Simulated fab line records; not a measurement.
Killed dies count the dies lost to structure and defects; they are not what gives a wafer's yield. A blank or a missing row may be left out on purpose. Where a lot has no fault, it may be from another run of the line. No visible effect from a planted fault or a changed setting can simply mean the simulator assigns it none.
2 desks looking at one fault | flow n5 finfet | what lay behind the numbers comes last; until then each desk has only its own
Where a reading is given only as a bound, like >300, the bound stands for it, and a mean or a difference that rests on one is marked > or <: the true number lies beyond.

## THE DEFECT DESK
For each lot, the counts of the inspections along the route, averaged over the sampled wafers that have a number. The brackets show how far a lot's mean lies from the usual mean; more than 4 standard deviations puts the lot out of limits, marked OUT.
Columns: A = raw defect count at N5_STI_FIN_REVEAL_INSPECT_13, usual 12; B = raw defect count at N5_DUMMY_GATE_INSPECT_27, usual 301; C = raw defect count at N5_SPACER0_INSPECT_04, usual 131; D = raw defect count at N5_SD_EPI_N_INSPECT_11, usual 2.1; E = raw defect count at N5_SD_EPI_N_INSPECT_26, usual 196
lot  | first seen here | A  | B   | C              | D               | E
L524 | day 3 01:19     | 16 | 217 | 132            | 1.7             | 186
L525 | day 3 10:32     | 21 | 221 | 105            | 3.0             | 223
L526 | day 3 17:44     | 9  | 450 | 171            | 1.3             | 236
L527 | day 3 21:52     | 15 | 452 | 325 (+6.2) OUT | >101 (>+71) OUT | 352
L529 | day 4 14:26     | 10 | 229 | 94             | 0.7             | 175
L531 | day 4 18:58     | 10 | 252 | 107            | 2.7             | 180
L537 | day 6 06:22     | 13 | 296 | 135            | 2.3             | 195
L540 | day 7 00:38     | 15 | 342 | 128            | 2.0             | 216
L542 | day 7 17:42     | 10 | 330 | 132            | 2.0             | 176
Finding of this desk: L527 out of limits; the first was L527 at day 4 11:20, on raw defect count at N5_SPACER0_INSPECT_04. Within limits: L524, L525, L526, L529, L531, L537, L540, L542.

## FROM THE METROLOGY DESK
Lot by lot, what the gauges showed, no matter which tool ran the lot: averages of those sampled wafers that carry a number. The brackets show how far a lot's mean lies from the usual mean; more than 4 standard deviations puts the lot out of limits, marked OUT. Of its 11 readings 7 are shown: those that lie furthest out on some lot.
Columns: A = DIBL_N at N5_BEOL_M4_RC_MEAS_101, usual 37.1 mV/V; B = DIBL_P at N5_BEOL_M4_RC_MEAS_101, usual 38 mV/V; C = IOFF_N at N5_BEOL_M4_RC_MEAS_101, usual 0.18 nA/um; D = ION_P at N5_BEOL_M4_RC_MEAS_101, usual 467 uA/um; E = SS_P at N5_BEOL_M4_RC_MEAS_101, usual 73.7 mV/dec; F = VT_N at N5_BEOL_M4_RC_MEAS_101, usual 249 mV; G = VT_P at N5_BEOL_M4_RC_MEAS_101, usual -248 mV
lot  | first seen here | A    | B  | C    | D   | E    | F   | G
L524 | day 3 01:11     | 36.2 | 35 | 0.15 | 470 | 73.0 | 247 | -248
L525 | day 3 09:59     | 36.8 | 38 | 0.18 | 474 | 74.1 | 244 | -244
L526 | day 3 17:37     | 39.6 | 38 | 0.19 | 473 | 74.0 | 248 | -245
L527 | day 3 21:44     | 34.5 | 34 | 0.13 | 467 | 72.8 | 253 | -248
L529 | day 4 14:17     | 36.6 | 39 | 0.18 | 467 | 73.9 | 250 | -247
L531 | day 4 18:51     | 38.8 | 40 | 0.19 | 468 | 74.1 | 249 | -247
L537 | day 6 06:14     | 37.8 | 38 | 0.18 | 472 | 74.0 | 251 | -247
L540 | day 7 00:31     | 33.7 | 35 | 0.13 | 461 | 72.3 | 251 | -251
L542 | day 7 17:33     | 35.4 | 36 | 0.14 | 459 | 73.4 | 254 | -252
This desk's verdict: no lot among the 9 shows anything out of limits.

## TAKEN TOGETHER
The defect desk could have raised an alarm at day 4 11:20, on L527.
From the metrology desk's view, nothing was out of limits.
The metrology desk has L527 on record, within its limits.
The lots listed all ran N5_DUMMY_GATE_PRECLEAN_51 on wet bench-04.

## WHAT THE SIMULATOR HAD PUT IN
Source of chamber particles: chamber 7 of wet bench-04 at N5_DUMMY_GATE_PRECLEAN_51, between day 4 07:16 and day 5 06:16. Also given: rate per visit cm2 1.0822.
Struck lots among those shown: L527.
Hours from the fault's start to each desk's first reading out of limits: the defect desk, 4.
